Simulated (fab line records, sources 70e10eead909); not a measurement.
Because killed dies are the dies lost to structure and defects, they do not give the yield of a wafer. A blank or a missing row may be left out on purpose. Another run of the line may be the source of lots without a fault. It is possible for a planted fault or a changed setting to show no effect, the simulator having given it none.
Which of the tools did it? / flow nand-harc / Sampling: 6 lots, 18 wafers, 2 of 1159 route steps

== WHAT THE GAUGES SHOWED, per wafer ==
NHARC_P_GATE_CD_MEAS_11: target cd 1640 nm.
lot=L298; measured=day 4 16:51; on=cd-sem-03; cd-nm (nm)=- - -
lot=L308; measured=day 7 08:16; on=cd-sem-03; cd-nm (nm)=1639.4 1640.4 1640.4
lot=L311; measured=day 7 19:13; on=cd-sem-01; cd-nm (nm)=1638.2 1640.1 1638.8
lot=L313; measured=day 8 10:04; on=cd-sem-01; cd-nm (nm)=1640.9 1639.7 1642.7
lot=L315; measured=day 8 16:32; on=cd-sem-02; cd-nm (nm)=1642.3 1641.4 1640.9
lot=L319; measured=day 9 13:41; on=cd-sem-03; cd-nm (nm)=1641.0 1642.8 1641.9

== TOOL THAT RAN EACH LOT (tool first, then ch and the chambers of the sampled wafers, then the start) ==
lot=L298; NHARC_P_GATE_EXPOSE_08=krf-scanner-01 ch 0, day 4 16:41
lot=L308; NHARC_P_GATE_EXPOSE_08=krf-scanner-04 ch 0, day 7 08:07
lot=L311; NHARC_P_GATE_EXPOSE_08=krf-scanner-01 ch 0, day 7 19:04
lot=L313; NHARC_P_GATE_EXPOSE_08=krf-scanner-01 ch 0, day 8 09:55
lot=L315; NHARC_P_GATE_EXPOSE_08=krf-scanner-04 ch 0, day 8 16:23
lot=L319; NHARC_P_GATE_EXPOSE_08=krf-scanner-04 ch 0, day 9 13:31
- NHARC_P_GATE_EXPOSE_08: exposes mask P HV.

== THE ANSWER, worked out from the rows above alone ==
Rule: what is usual is taken from the lots themselves. Put in order of their means at a reading, lots are off if they are a third of the lots or fewer, leave a main group of 4 or more, and stand apart from it by a gap of 3 or more times the standard deviation of the main group's means; of several such gaps the widest counts. A main group whose means are all the same, to the digits that the tables above print for the reading, isn't used. Also off: a lot with no number at a reading for which 4 or more lots have one. Where the step has rows for the other lots, those lots are counted as sound.
Off at NHARC_P_GATE_CD_MEAS_11 (cd-nm): L298. Without a number there: L298. The main group has a mean of 1640.7 nm with a standard deviation of 1.
If a tool, at a process step before that reading, ran all the lots that are off and no sound lot after the first of them, it fits. Gauges at NHARC_P_GATE_CD_MEAS_11: tried the same way as those tools. None of those tried fits.

== WHAT WAS PUT IN BY THE SIMULATOR ==
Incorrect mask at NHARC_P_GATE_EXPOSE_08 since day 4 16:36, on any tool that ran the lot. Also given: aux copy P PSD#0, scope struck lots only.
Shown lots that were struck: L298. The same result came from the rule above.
